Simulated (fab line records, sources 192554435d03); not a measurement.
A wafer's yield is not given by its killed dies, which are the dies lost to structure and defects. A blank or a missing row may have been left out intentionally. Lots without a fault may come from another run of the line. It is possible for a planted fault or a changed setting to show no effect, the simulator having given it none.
fab line records -- flow n5-finfet
record: lots: 5, wafers: 15, last-day: 18
route steps=1938 shown BEOL_M0_CUTY@706 BEOL_M0@715 PASSIVATION@1936
lots that met no fault: taken from a fault-free run of the same line
start-h: start of the lot's first displayed wafer, in hours after the record's first day -- wait-h: hours elapsed since this lot's preceding step -- " the same as in the row above -- L1.1+2: a row that stands for several wafers -- - no value present, or no start provided -- * or withheld: withheld -- < > ~ a bound
route shown NAME@n: NAME is a module with steps in the file, n the number in the route of the first one -- usual: the fault-free wafers' mean and standard deviation -- same: alike in all rows -- chamber/n: place in a boat -- sites: readings site by site -- _std_site: the standard deviation of these -- _edge_site: outer sites' mean less inner sites' -- radius-mm: how far each site lies from the wafer's centre -- mask NAME#n: copy n -- behind: the last tool/chamber to shape the wafer -- hold: what put the lot on hold/how long, in hours/how the hold closed -- device: transistor that didn't switch, given as n, p or np -- end of line: the same wafers' tests at the end of the route -- for a step that has no rows: nothing shown but its recipe -- killed: the dies lost at the first sort to structure and to defects; this is not the yield of the wafer -- map: a wafer's dies, x killed, . not, _ none there
set.NAME: the setting the step ran with; set.NAME@STEP: the setting that earlier step ran with -- model.NAME: the simulator's own value behind a step, which no gauge read
lots seen at some steps along the route; tables by step, rows by wafer
services: when a tool's chamber went out of use (start-h, in hours from the record's first day, below 0 if earlier), for how many hours, and the reason
== steps ==
step: N5_BEOL_M0_CUTY_PEB_55
recipe: peb-temp-c: 110, peb-time-s: 60, resist: CAR-ArF-block
step: N5_BEOL_M0_CUTY_DEVELOP_56
recipe: develop-time-s: 30, developer: TMAH, resist: CAR-ArF-block, rinse-liquid: diw, dry: air-spin, dev-temp-c: 23
step: N5_BEOL_M0_CUTY_CD_MEAS_57
recipe: target-cd-nm: 200, landing-energy-ev: 500, detector: se-inlens, polarity: line
usual: cd-nm: 200.2/1
lot.wafer,tool,chamber,start-h,wait-h,cd-nm
L220.2,cd-sem-03,0,124.00,-,199.3
L220.3,cd-sem-03,0,124.00,-,200.2
L220.5,cd-sem-03,0,124.00,-,199.7
L223.2,cd-sem-02,0,140.72,-,201.2
L223.4,cd-sem-02,0,140.72,-,199.0
L223.5,cd-sem-02,0,140.72,-,201.1
L224.1,cd-sem-03,0,145.06,-,201.0
L224.4,cd-sem-03,0,145.06,-,200.0
L224.6,cd-sem-03,0,145.06,-,201.4
L235.2,cd-sem-03,0,214.20,-,200.4
L235.4,cd-sem-03,0,214.20,-,200.7
L235.5,cd-sem-03,0,214.20,-,201.4
L238.2,cd-sem-03,0,227.81,-,201.3
L238.4,cd-sem-03,0,227.81,-,201.1
L238.6,cd-sem-03,0,227.81,-,201.5
step: N5_BEOL_M0_CUTY_OVL_MEAS_58
recipe: points-per-wafer: 44
usual: M0_ABLK_OVL: 0.2/0.71
lot.wafer,tool,chamber,start-h,wait-h,M0_ABLK_OVL[nm]
L220.2,overlay-02,0,124.03,0.0,0.4
L220.3,overlay-02,0,124.03,0.0,0.7
L220.5,overlay-02,0,124.03,0.0,-0.5
L223.2,overlay-01,0,140.75,0.0,0.3
L223.4,overlay-01,0,140.75,0.0,-0.7
L223.5,overlay-01,0,140.75,0.0,0.6
L224.1,overlay-02,0,145.09,0.0,0.8
L224.4,overlay-02,0,145.09,0.0,1.1
L224.6,overlay-02,0,145.09,0.0,0.7
L235.2,overlay-01,0,214.23,0.0,0.0
L235.4,overlay-01,0,214.23,0.0,0.4
L235.5,overlay-01,0,214.23,0.0,-0.2
L238.2,overlay-01,0,227.84,0.0,0.4
L238.4,overlay-01,0,227.84,0.0,0.6
L238.6,overlay-01,0,227.84,0.0,0.0
step: N5_BEOL_M0_CUTY_INSPECT_59
recipe: mode: adi, inspect-instrument: macro
usual: raw-defect-count: 2.0/1.5
lot.wafer,tool,chamber,start-h,wait-h,raw-defect-count
L220.2,defect-inspect-02,-,124.05,0.0,1
L220.3,defect-inspect-02,-,124.05,0.0,6
L220.5,defect-inspect-02,-,124.05,0.0,1
L223.2,defect-inspect-02,-,140.77,0.0,4
L223.4,defect-inspect-02,-,140.77,0.0,1
L223.5,defect-inspect-02,-,140.77,0.0,1
L224.1,defect-inspect-02,-,145.11,0.0,3
L224.4,defect-inspect-02,-,145.11,0.0,4
L224.6,defect-inspect-02,-,145.11,0.0,1
L235.2,defect-inspect-01,-,214.25,0.0,2
L235.4,defect-inspect-01,-,214.25,0.0,1
L235.5,defect-inspect-01,-,214.25,0.0,4
L238.2,defect-inspect-01,-,227.86,0.0,2
L238.4,defect-inspect-01,-,227.86,0.0,3
L238.6,defect-inspect-01,-,227.86,0.0,0
step: N5_BEOL_M0_CUTY_DESCUM_61
recipe: chemistry: O2, time-s: 7.9, source-power-w: 50, bias-power-w: 20, pressure-mtorr: 20, rf-frequency-hz: 2.712e+07, temp-c: 40, resist: CAR-ArF-block, o2-flow-sccm: 225
step: N5_BEOL_M0_CUTY_ETCH_62
recipe: chemistry: CF4, target: SiARC, mask-material: CAR-ArF-block, time-s: 58.5, ion-energy-ev: 80, pressure-mtorr: 40, source-w: 545, bias-w: 36, Ar_flow_sccm: 100, cf4-flow-sccm: 100, ends: cleared
step: N5_BEOL_M0_CUTY_ETCH_63
recipe: chemistry: N2/H2, target: SOC, target-depth-a: 827, overetch-a: 165, mask-material: SiARC, temp-c: 40, ion-energy-ev: 200, time-s: 124, pressure-mtorr: 30, source-w: 840, bias-w: 150, n2-flow-sccm: 200, h2-flow-sccm: 200
step: N5_BEOL_M0_CUTY_STRIP_64
recipe: chemistry: N2/H2, temp-c: 40, n2-flow-sccm: 200, h2-flow-sccm: 200, rf-frequency-hz: 6e+07
step: N5_BEOL_M0_ETCH_138
recipe: chemistry: CH3F/O2, target-depth-a: 120, target: SiCN, time-s: 31.6, ion-energy-ev: 120, pressure-mtorr: 30, source-w: 395, bias-w: 75, Ar_flow_sccm: 150, CH3F_flow_sccm: 30, O2_flow_sccm: 20, ends: cleared
step: N5_BEOL_M0_HM_OPEN_105
recipe: chemistry: Cl2/BCl3, target-depth-a: 120, target: TiN, ion-energy-ev: 150, pressure-mtorr: 10, icp-w: 1000, bias-w: 126, Cl2_flow_sccm: 53.25, bcl3-flow-sccm: 21.75, Ar_flow_sccm: 25
step: N5_BEOL_M0_STRIP_140
recipe: chemistry: CF4, resist: SiARC, power-w: 300, bias-power-w: 75, pressure-mtorr: 50, cf4-flow-sccm: 150, rf-frequency-hz: 6e+07
usual: drypump-motor-current-A: 5.6/0.52, oes-product-au: 0.81/0.08, rf-vpp-V: 271.6/1.8, showerhead-plenum-p-Torr: 1.81/0.067, throttle-valve-pct: 13.53/0.2
lot.wafer,tool,chamber,start-h,wait-h,drypump-motor-current-A,oes-product-au,rf-hours-counter-h,rf-vpp-V,showerhead-plenum-p-Torr,throttle-valve-pct
L220.2,rie-diel-04,1,125.79,0.3,5.7,0.76,160,269.6,1.73,13.37
L220.3,rie-diel-04,0,125.79,0.3,4.9,0.83,76,271.9,1.73,13.45
L220.5,rie-diel-04,0,125.79,0.3,4.9,0.82,-,271.4,1.73,13.46
L223.2,rie-diel-03,1,143.23,0.2,6.3,0.81,83,273.0,1.81,13.22
L223.4,rie-diel-03,3,143.23,0.2,5.7,0.81,79,271.6,1.73,13.27
L223.5,rie-diel-03,1,143.23,0.2,6.3,0.81,-,272.4,1.81,13.22
L224.1,rie-diel-03,3,153.34,0.1,5.7,0.81,83,272.4,1.73,13.28
L224.4,rie-diel-03,0,153.34,0.1,5.1,0.79,95,274.9,1.88,13.61
L224.6,rie-diel-03,2,153.34,0.1,5.6,0.84,-,269.5,1.75,13.59
L235.2,rie-diel-04,1,214.76,0.1,5.7,0.73,188,267.8,1.72,13.45
L235.4,rie-diel-04,0,214.76,0.1,4.9,0.79,104,271.7,1.72,13.51
L235.5,rie-diel-04,0,214.76,0.1,5.0,0.80,-,268.5,1.72,13.52
L238.2,rie-diel-03,0,230.61,0.3,5.2,0.75,126,271.3,1.87,13.67
L238.4,rie-diel-03,3,230.61,0.3,5.7,0.78,113,269.1,1.72,13.36
L238.6,rie-diel-03,0,230.61,0.3,5.2,0.76,-,272.9,1.87,13.68
step: N5_BEOL_M0_STRIP_104
recipe: chemistry: N2/H2, power-w: 450, temp-c: 40, pressure-mtorr: 20, rf-frequency-hz: 6e+07, overash-fraction: 0.3, bias-power-w: 7, h2-frac: 0.5, n2-flow-sccm: 200, h2-flow-sccm: 200
usual: drypump-motor-current-A: 5.6/0.52, h2-flow-sccm: 200.0/0.59, oes-product-au: 0.82/0.087, rf-vpp-V: 59.1/1.8, showerhead-plenum-p-Torr: 2.56/0.094, throttle-valve-pct: 23.51/0.28
lot.wafer,tool,chamber,start-h,wait-h,drypump-motor-current-A,h2-flow-sccm,oes-product-au,rf-hours-counter-h,rf-vpp-V,showerhead-plenum-p-Torr,throttle-valve-pct
L220.2,rie-diel-04,1,125.81,0.0,5.7,200.2,0.77,160,60.1,2.43,23.07
L220.3,rie-diel-04,0,125.81,0.0,4.9,201.0,0.84,76,58.8,2.46,23.63
L220.5,rie-diel-04,0,125.81,0.0,4.9,200.6,0.85,-,57.9,2.46,23.69
L223.2,rie-diel-03,1,143.25,0.0,6.3,200.5,0.82,83,59.9,2.55,23.02
L223.4,rie-diel-03,3,143.25,0.0,5.7,200.1,0.82,79,56.7,2.46,23.59
L223.5,rie-diel-03,1,143.25,0.0,6.3,200.1,0.81,-,63.8,2.55,23.03
L224.1,rie-diel-03,3,153.36,0.0,5.7,199.8,0.82,83,58.2,2.46,23.58
L224.4,rie-diel-03,0,153.36,0.0,5.2,200.7,0.80,95,60.6,2.65,23.47
L224.6,rie-diel-03,2,153.36,0.0,5.6,200.0,0.85,-,55.5,2.46,23.75
L235.2,rie-diel-04,1,214.78,0.0,5.7,201.0,0.73,188,58.8,2.42,23.12
L235.4,rie-diel-04,0,214.78,0.0,5.0,199.7,0.83,104,57.3,2.45,23.70
L235.5,rie-diel-04,0,214.78,0.0,4.9,199.7,0.81,-,60.2,2.45,23.66
L238.2,rie-diel-03,0,230.63,0.0,5.1,200.3,0.78,126,59.4,2.63,23.55
L238.4,rie-diel-03,3,230.63,0.0,5.7,199.8,0.79,113,57.6,2.44,23.63
L238.6,rie-diel-03,0,230.63,0.0,5.1,200.1,0.75,-,56.5,2.63,23.52
step: N5_BEOL_M0_WET_ETCH_106
recipe: chemistry: DHF, dilution: 10:1, temp-c: 25, target: SiO2, target-depth-a: 1300, dry: ipa-marangoni, rinse-time-s: 30, rinse-temp-c: 23
step: N5_BEOL_M0_ETCH_128
recipe: chemistry: CF4/N2, target-depth-a: 120, overetch-a: 51, target: SiCN, time-s: 21.4, ion-energy-ev: 150, pressure-mtorr: 40, source-w: 430, bias-w: 70, Ar_flow_sccm: 100, cf4-flow-sccm: 60, n2-flow-sccm: 60
usual: drypump-motor-current-A: 5.7/0.53, oes-product-au: 0.56/0.058, rf-vpp-V: 382.7/1.9, showerhead-plenum-p-Torr: 2.22/0.079, throttle-valve-pct: 15.40/0.21
lot.wafer,tool,chamber,start-h,wait-h,drypump-motor-current-A,oes-product-au,rf-hours-counter-h,rf-vpp-V,showerhead-plenum-p-Torr,throttle-valve-pct
L220.2,rie-diel-03,3,125.93,0.0,5.7,0.59,73,380.9,2.14,15.17
L220.3,rie-diel-03,0,125.93,0.0,5.2,0.55,86,384.4,2.31,15.40
L220.5,rie-diel-03,1,125.93,0.0,6.3,0.57,-,383.7,2.24,15.11
L223.2,rie-diel-04,0,143.37,0.0,4.9,0.57,81,379.5,2.14,15.39
L223.4,rie-diel-04,0,143.37,0.0,4.9,0.57,-,381.1,2.14,15.41
L223.5,rie-diel-04,1,143.37,0.0,5.7,0.52,-,380.7,2.12,15.17
L224.1,rie-diel-04,3,153.48,0.0,5.8,0.49,179,380.0,2.20,15.36
L224.4,rie-diel-04,0,153.48,0.0,4.9,0.57,84,380.7,2.14,15.40
L224.6,rie-diel-04,2,153.48,0.0,6.8,0.48,-,382.1,2.19,15.87
L235.2,rie-diel-04,2,214.94,0.1,6.8,0.47,227,382.1,2.18,15.90
L235.4,rie-diel-04,1,214.94,0.1,5.7,0.52,188,379.9,2.11,15.21
L235.5,rie-diel-04,3,214.94,0.1,5.8,0.49,-,381.7,2.20,15.39
L238.2,rie-diel-03,3,231.04,0.3,5.7,0.55,113,381.5,2.13,15.26
L238.4,rie-diel-03,2,231.04,0.3,5.6,0.57,90,381.8,2.13,15.48
L238.6,rie-diel-03,1,231.04,0.3,6.3,0.54,-,382.1,2.22,15.19
step: N5_BEOL_M0_TRENCH_ETCH_107
recipe: chemistry: C4F6/O2, target-depth-a: 328, target: SiOC, time-s: 16.4, ion-energy-ev: 250, pressure-mtorr: 30, source-w: 355, bias-w: 185, Ar_flow_sccm: 300, C4F6_flow_sccm: 10, O2_flow_sccm: 10
step: N5_BEOL_M0_STRIP_142
recipe: chemistry: N2/H2, time-s: 10, power-w: 450, temp-c: 40, pressure-mtorr: 20, rf-frequency-hz: 6e+07, bias-power-w: 7, n2-flow-sccm: 200, h2-flow-sccm: 200
step: N5_BEOL_M0_OCD_MEAS_108
usual: trench-depth-nm: 32.7/0.59
lot.wafer,tool,chamber,start-h,wait-h,trench-depth-nm
L220.2,ocd-02,-,126.08,0.1,33.3
L220.3,ocd-02,-,126.08,0.1,32.9
L220.5,ocd-02,-,126.08,0.1,33.7
L223.2,ocd-02,-,143.52,0.1,32.1
L223.4,ocd-02,-,143.52,0.1,32.5
L223.5,ocd-02,-,143.52,0.1,32.3
L224.1,ocd-02,-,153.63,0.1,32.8
L224.4,ocd-02,-,153.63,0.1,33.0
L224.6,ocd-02,-,153.63,0.1,32.1
L235.2,ocd-02,-,215.09,0.1,31.6
L235.4,ocd-02,-,215.09,0.1,32.5
L235.5,ocd-02,-,215.09,0.1,32.1
L238.2,ocd-01,-,231.18,0.1,32.5
L238.4,ocd-01,-,231.18,0.1,32.6
L238.6,ocd-01,-,231.18,0.1,33.0
step: N5_BEOL_M0_HM_STRIP_129
recipe: chemistry: peroxide-tin-strip, material: TiN, target-depth-a: 170, temp-c: 50, time-s: 108
step: N5_BEOL_M0_SRD_130
recipe: time-s: 30, temp-c: 23, rinse-liquid: diw, dry: ipa-marangoni
step: N5_BEOL_M0_ETCH_109
recipe: chemistry: CH3F/O2, target-depth-a: 80, overetch-a: 24, target: SiCN, time-s: 27.4, ion-energy-ev: 120, pressure-mtorr: 30, source-w: 395, bias-w: 75, Ar_flow_sccm: 150, CH3F_flow_sccm: 30, O2_flow_sccm: 20
step: N5_BEOL_M0_STRIP_139
recipe: chemistry: post-etch-residue-remover, time-s: 60, temp-c: 25, remover-ph: withheld, remover-water-wt-pct: withheld, remover-fluoride-wt-pct: withheld
step: N5_BEOL_M0_SRD_111
recipe: time-s: 30, temp-c: 23, rinse-liquid: diw, dry: ipa-marangoni
step: N5_BEOL_M0_DEGAS_112
recipe: ambient: vacuum, temp-c: 250, time-s: 60
step: N5_BEOL_M0_PRE_CLEAN_113
recipe: gas: H2/He, time-s: 30, temp-c: 250
step: N5_BEOL_M0_ALD_136
recipe: material: TaN, target-thk-a: *, temp-c: 275, ald-precursor-family: PDMAT, ald-co-reactant: NH3, pressure-torr: 3, carrier-flow-sccm: 1500, pulse-time-s: 2, purge-time-s: 3, co-reactant-purge-time-s: 2, co-reactant-pulse-time-s: 3, ald-cycles: 30, precursor-vessel-temp-c: 75, precursor-vessel-pressure-torr: 26.25, precursor-vessel-carrier-sccm: 1000
step: N5_BEOL_M0_SURFACE_TREAT_137
recipe: gas: Ar, time-s: *, ion-energy-ev: *, ion-current-ma-cm2: 0.5, pressure-mtorr: *, ar-flow-sccm: 30
step: N5_BEOL_M0_CVD_115
recipe: material: Co, target-thk-a: *, temp-c: withheld, precursor: CCTBA/H2, pressure-torr: 30, time-s: 120
step: N5_BEOL_M0_SPUTTER_116
recipe: material: Cu, target-thk-a: 40, temp-c: -20, chamber-pressure-pa: 0.07, power-w: withheld, time-s: 7.37
usual: substrate-temp-c: -20.00/0.1, throttle-valve-pct: 29.9/1.1
lot.wafer,tool,chamber,start-h,wait-h,substrate-temp-c,throttle-valve-pct
L220.2,pvd-sputter-03,-,127.81,0.1,-20.09,30.6
L220.3,pvd-sputter-03,-,127.81,0.1,-20.05,29.2
L220.5,pvd-sputter-03,-,127.81,0.1,-20.10,30.4
L223.2,pvd-sputter-01,-,144.74,0.2,-19.93,31.6
L223.4,pvd-sputter-01,-,144.74,0.2,-19.90,31.5
L223.5,pvd-sputter-01,-,144.74,0.2,-19.99,30.3
L224.1,pvd-sputter-01,-,156.32,1.5,-19.97,31.6
L224.4,pvd-sputter-01,-,156.32,1.5,-20.09,30.5
L224.6,pvd-sputter-01,-,156.32,1.5,-20.03,30.5
L235.2,pvd-sputter-01,-,216.19,0.1,-19.87,31.2
L235.4,pvd-sputter-01,-,216.19,0.1,-19.99,31.6
L235.5,pvd-sputter-01,-,216.19,0.1,-20.11,31.6
L238.2,pvd-sputter-02,-,232.36,0.2,-20.11,28.4
L238.4,pvd-sputter-02,-,232.36,0.2,-19.86,30.5
L238.6,pvd-sputter-02,-,232.36,0.2,-19.88,30.4
step: N5_BEOL_M0_ANNEAL_117
recipe: temp-c: 400, time-s: 60, ambient: vacuum
step: N5_BEOL_M0_SPUTTER_132
recipe: material: Cu, target-thk-a: 40, temp-c: -20, chamber-pressure-pa: 0.07, power-w: withheld, time-s: 7.37
step: N5_BEOL_M0_ANNEAL_133
recipe: temp-c: 400, time-s: 60, ambient: vacuum
step: N5_BEOL_M0_SPUTTER_134
recipe: material: Cu, target-thk-a: 40, temp-c: -20, chamber-pressure-pa: 0.07, power-w: withheld, time-s: 7.37
step: N5_BEOL_M0_ANNEAL_135
recipe: temp-c: 400, time-s: 60, ambient: vacuum
step: N5_BEOL_M0_SPUTTER_141
recipe: material: Cu, target-thk-a: 40, temp-c: -20, chamber-pressure-pa: 0.07, power-w: withheld, time-s: 7.37
usual: substrate-temp-c: -20.00/0.11, throttle-valve-pct: 29.8/1.1
lot.wafer,tool,chamber,start-h,wait-h,substrate-temp-c,throttle-valve-pct
L220.2,pvd-sputter-03,-,128.17,0.0,-19.97,30.3
L220.3,pvd-sputter-03,-,128.17,0.0,-20.04,29.5
L220.5,pvd-sputter-03,-,128.17,0.0,-19.99,30.2
L223.2,pvd-sputter-01,-,145.10,0.0,-20.18,31.7
L223.4,pvd-sputter-01,-,145.10,0.0,-19.81,31.7
L223.5,pvd-sputter-01,-,145.10,0.0,-19.97,30.6
L224.1,pvd-sputter-01,-,156.68,0.0,-20.15,31.6
L224.4,pvd-sputter-01,-,156.68,0.0,-20.31,30.4
L224.6,pvd-sputter-01,-,156.68,0.0,-20.08,30.6
L235.2,pvd-sputter-01,-,216.55,0.0,-20.08,31.6
L235.4,pvd-sputter-01,-,216.55,0.0,-19.99,31.8
L235.5,pvd-sputter-01,-,216.55,0.0,-20.01,31.4
L238.2,pvd-sputter-02,-,232.72,0.0,-19.90,28.2
L238.4,pvd-sputter-02,-,232.72,0.0,-20.09,30.4
L238.6,pvd-sputter-02,-,232.72,0.0,-20.13,30.3
step: N5_BEOL_M0_ECD_118
recipe: material: Cu, target-thk-a: 3000
step: N5_BEOL_M0_ANNEAL_119
recipe: temp-c: 225, time-s: 90, ambient: N2
step: N5_BEOL_M0_CMP_120
recipe: stop-on: SiOC, t-overpolish-s: 6.9, down-force-psi: 1, platen-rpm: 50, clearing-platen-down-force-psi: 1.5, clearing-platen-rpm: 50, post-cmp-clean: cu-alkaline, clearing-platen-pad-velocity-m-s: 0.99484, pad-velocity-m-s: 0.99484
step: N5_BEOL_M0_PRE_CLEAN_131
recipe: gas: NH3/H2, time-s: 15, temp-c: *, rf-power-w: 300
usual: heater-power-w: 96/19
lot.wafer,tool,chamber,start-h,wait-h,heater-power-w
L220.2,cvd-co-02,2,129.38,0.0,79
L220.3,cvd-co-02,2,129.38,0.0,79
L220.5,cvd-co-02,0,129.38,0.0,99
L223.2,cvd-co-02,1,145.92,0.0,75
L223.4,cvd-co-02,1,145.92,0.0,77
L223.5,cvd-co-02,2,145.92,0.0,79
L224.1,cvd-co-01,0,157.51,0.0,110
L224.4,cvd-co-01,1,157.51,0.0,125
L224.6,cvd-co-01,0,157.51,0.0,112
L235.2,cvd-co-01,2,217.39,0.0,77
L235.4,cvd-co-01,2,217.39,0.0,77
L235.5,cvd-co-01,1,217.39,0.0,124
L238.2,cvd-co-01,0,233.54,0.0,114
L238.4,cvd-co-01,1,233.54,0.0,123
L238.6,cvd-co-01,2,233.54,0.0,79
step: N5_BEOL_M0_CO_CAP_123
recipe: material: Co, target-thk-a: 20, temp-c: 200, precursor: CCTBA/H2, pressure-torr: 30, time-s: 102.1
step: N5_BEOL_M0_PRE_CLEAN_124
recipe: gas: NH3, time-s: 15, temp-c: withheld, rf-power-w: 300
step: N5_PASSIVATION_PROBE_49
usual: defect-limited-yield: 91.2/1.4, killed_at_M0_to_M3: 34/9.4, killed_at_M4_up: 14/5.6, killed-at-contacts: 13/7.8, killed-at-front-end: 37/10, killed-at-other: 4/3.3, killed-dies: 103/17, killed-open: 68/13, killed-short: 33/8.2, sort_bin_5_function: 5.1/0.92, sort_bin_6_memory: 3.3/0.71, sort_bin_8_speed: 0.01/0.043, sort-n-pass: 1077/17, sort-yield-pct: 91.2/1.4
same: gross-dies: 1180, killed-at-back-side: 0, sort_bin_4_leakage[%]: 0
lot.wafer,tool,chamber,start-h,wait-h,defect-limited-yield[%],killed_at_M0_to_M3,killed_at_M4_up,killed-at-contacts,killed-at-front-end,killed-at-other,killed-dies,killed-open,killed-short,sort_bin_5_function[%],sort_bin_6_memory[%],sort_bin_8_speed[%],sort-n-pass,sort-yield-pct[%]
L223.2,prober-01,-,334.04,0.1,91.7,22,12,22,38,4,98,61,29,4.2,3.3,0,1082,91.7
L223.4,prober-01,-,334.14,0.2,92.2,19,23,17,32,1,92,69,21,4.4,3.1,0,1088,92.2
L223.5,prober-01,-,334.19,0.2,90.1,41,25,20,30,1,117,87,26,6.1,3.6,0,1063,90.1
L224.1,prober-01,-,342.57,0.0,90.2,25,20,12,58,1,116,82,31,5.7,4.0,0,1064,90.2
L224.4,prober-01,-,342.72,0.2,91.9,44,12,9,26,4,95,62,31,4.6,3.1,0,1085,91.9
L224.6,prober-01,-,342.82,0.3,90.5,27,21,15,45,4,112,77,31,5.8,3.3,0,1068,90.5
L235.4,prober-02,-,416.98,0.2,84.7,130,6,4,40,0,180,40,34,9.8,3.8,0,1000,84.7
L235.5,prober-02,-,417.03,0.2,82.5,138,8,6,43,11,206,55,38,11.4,4.7,0,974,82.5
L238.6,prober-02,-,435.05,0.3,93.1,25,10,14,30,3,82,53,20,4.2,1.7,0,1098,93.1
killed by level:class
L223.2 MOL_CONTACT_COAG:geometric-particle:open=16 GATE_CUT:geometric-particle:short=12 FIN_SAQP:geometric-particle:open=8 MOL_CONTACT_COAG:geometric-particle:short=6 BEOL_M2:geometric-particle:open=6 BEOL_M3:geometric-particle:open=6 HKMG_FIN:area-etch=6 BEOL_M0_SAQP:geometric-particle:open=4
L223.4 MOL_CONTACT_COAG:geometric-particle:open=14 BEOL_M4:geometric-particle:open=9 FIN_SAQP:geometric-particle:open=8 BEOL_M2:geometric-particle:open=6 STARTING-WAFER:geometric-particle:open=5 DUMMY_GATE:geometric-particle:open=4 BEOL_M0_SAQP:geometric-particle:open=4 FIN_SAQP:geometric-particle:short=3
L223.5 MOL_CONTACT_COAG:geometric-particle:open=15 FIN_SAQP:geometric-particle:open=12 BEOL_M3:geometric-particle:open=8 BEOL_M0_SAQP:geometric-particle:open=8 BEOL_M2:geometric-particle:open=8 BEOL_M4:geometric-particle:open=8 BEOL_M1:geometric-particle:open=6 BEOL_M5:geometric-particle:open=6
L224.1 MOL_CONTACT_COAG:geometric-particle:open=11 FIN_SAQP:geometric-particle:short=10 FIN_SAQP:geometric-particle:open=9 STI_FIN_REVEAL:geometric-particle:open=9 GATE_CUT:geometric-particle:open=8 BEOL_M4:geometric-particle:open=8 BEOL_M2:geometric-particle:open=6 GATE_CUT:geometric-particle:short=5
L224.4 BEOL_M3:geometric-particle:open=12 BEOL_M0_SAQP:geometric-particle:open=11 FIN_SAQP:geometric-particle:short=9 BEOL_M0_SAQP:geometric-particle:short=9 MOL_CONTACT_COAG:geometric-particle:open=9 BEOL_M2:geometric-particle:open=7 FIN_SAQP:geometric-particle:open=5 BEOL_M4:geometric-particle:open=4
L224.6 MOL_CONTACT_COAG:geometric-particle:open=12 STI_FIN_REVEAL:geometric-particle:open=11 BEOL_M3:geometric-particle:open=8 BEOL_M4:geometric-particle:open=8 FIN_SAQP:geometric-particle:short=6 FIN_SAQP:geometric-particle:open=5 BEOL_M2:geometric-particle:open=5 BEOL_M0_SAQP:geometric-particle:open=4
L235.4 BEOL_M0:unspecified=103 FIN_SAQP:geometric-particle:short=11 FIN_SAQP:geometric-particle:open=8 STI_FIN_REVEAL:geometric-particle:open=7 BEOL_M0_SAQP:geometric-particle:open=6 BEOL_M0_SAQP:geometric-particle:short=5 BEOL_M3:geometric-particle:open=4 BEOL_M4:geometric-particle:open=4
L235.5 BEOL_M0:unspecified=113 STI_FIN_REVEAL:geometric-particle:open=10 FIN_SAQP:geometric-particle:short=9 BEOL_M2:geometric-particle:open=8 GATE_CUT:geometric-particle:short=7 FIN_SAQP:geometric-particle:open=6 DUMMY_GATE:geometric-particle:open=5 BEOL_M3:geometric-particle:open=5
L238.6 MOL_CONTACT_COAG:geometric-particle:open=12 BEOL_M3:geometric-particle:open=9 HKMG_FIN:area-etch=9 BEOL_M1:geometric-particle:open=8 BEOL_M4:geometric-particle:open=8 FIN_SAQP:geometric-particle:short=4 BEOL_M1:geometric-particle:short=4 STARTING-WAFER:geometric-particle:short=4
map L235.5 (x killed, . not)
_________________............________________
______________.................._____________
___________.......x...x............__________
__________.x........................_________
________.......x...................x.._______
_______......xx.......................x______
______x..x.....x.............x.........._____
_____x............xx.x.x.....x.......x...____
____..........x..xx.x.xxx.x...........x.x.___
___............x.xxx.xxx........x.....x....__
___............xxxx.xxxxxx.x....x.....xx.x.__
__.............xxxxxxxxxxxx........x..x....x_
__............xxxxxxxxxxxxx........x........_
_......x..x....xxxxxxxxxxxxx..x..............
_.........x..x.xxxxxxxxxx.x..................
_x...........x.xxxxxxxxxx.x.x.....x.....x....
_.x...........xxx.xxxxxxxx.x..............x..
_.......x.x....xxxxx.xx.x.xx..........x......
_.................x.xxx.x....xx............x.
_........x.........xx.x...x..................
_x....xx.......x....x..........x.............
__....x.........xx.........x......x.......x._
__.....x.......x.....................x......_
___........x..................xx..x........__
___....x.........x.........................__
____..................x..................x___
_____......................x.x...........____
______..x..............................._____
_______..........xx.x..x.x.............______
________..............x...x..........._______
__________x..............x.........._________
___________..x.......x.............__________
______________...x....x........._____________
_________________............________________
map L220.2 (x killed, . not)
_________________...x........________________
______________.....x............_____________
___________....x.....x.x...........__________
__________.............x...........x_________
________...x..............x...x......._______
_______........................x...x...______
______......xx..................x...x..._____
_____..............x..................xx.____
____....x...x..........x..x.x.....x.......___
___....x.......x.................x.......x.__
___.............x........x...............x.__
__....x..x.............x........x..........._
__..x...xx.x.......x.................x......_
_.........................x.....x..x.......x.
_.x....x....x...x...x.....x.x.........x......
_........x..x....x..x......x....x..........x.
_.......................x.................x..
_..x........xx.............x.....x......x....
_...................x.....x...............x..
_....x...............x..........x............
_.....................x........x.............
__...x.x...........x..........x............._
__..x.................xx.x......x.x.......x._
___...........x............x..........xx...__
___.........x........x..............x.....x__
____.................x..................x.___
_____.........................x..x......x____
______.................................._____
_______......x...........x.............______
________............x..............x.._______
__________..............x.x........._________
___________........................__________
______________...............x.x_____________
_________________......x....x________________
== services ==
tool,chamber,start-h,hours,kind
cvd-co-02,1,114.67,-,clean
cvd-co-02,1,114.67,22.0,scheduled-down
cvd-co-02,1,114.67,22.0,vent-cycle
cvd-co-01,1,129.59,16.6,repair
pvd-sputter-02,-,139.65,3.9,repair
rie-diel-04,2,142.43,9.2,repair
pvd-sputter-03,-,144.16,23.3,repair
cvd-co-02,0,151.94,5.1,repair
rie-diel-04,3,166.11,2.1,repair
pvd-sputter-02,-,183.42,2.3,repair
== key ==
first-sign: step: N5_PASSIVATION_PROBE_49, reading: killed_at_M0_to_M3, direction: up, sigmas: 11, usual: 34, struck: 134
effect: step: N5_PASSIVATION_PROBE_49, reading: defect-limited-yield, direction: down, sigmas: 5.3, usual: 91.2, struck: 83.6
more-kills-born-at: N5_BEOL_M0_STRIP_104@rie-diel-04: 216
met-at N5_BEOL_M0_STRIP_104
struck-wafers L235.4,L235.5
onset-between 125.81 214.78
fault: kind: chamber-particle-source, tool: rie-diel-04, chamber: 0, onset-h: 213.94, steps: N5_BEOL_M0_STRIP_104, rate-per-visit-cm2: 0.54961, end-h: 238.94
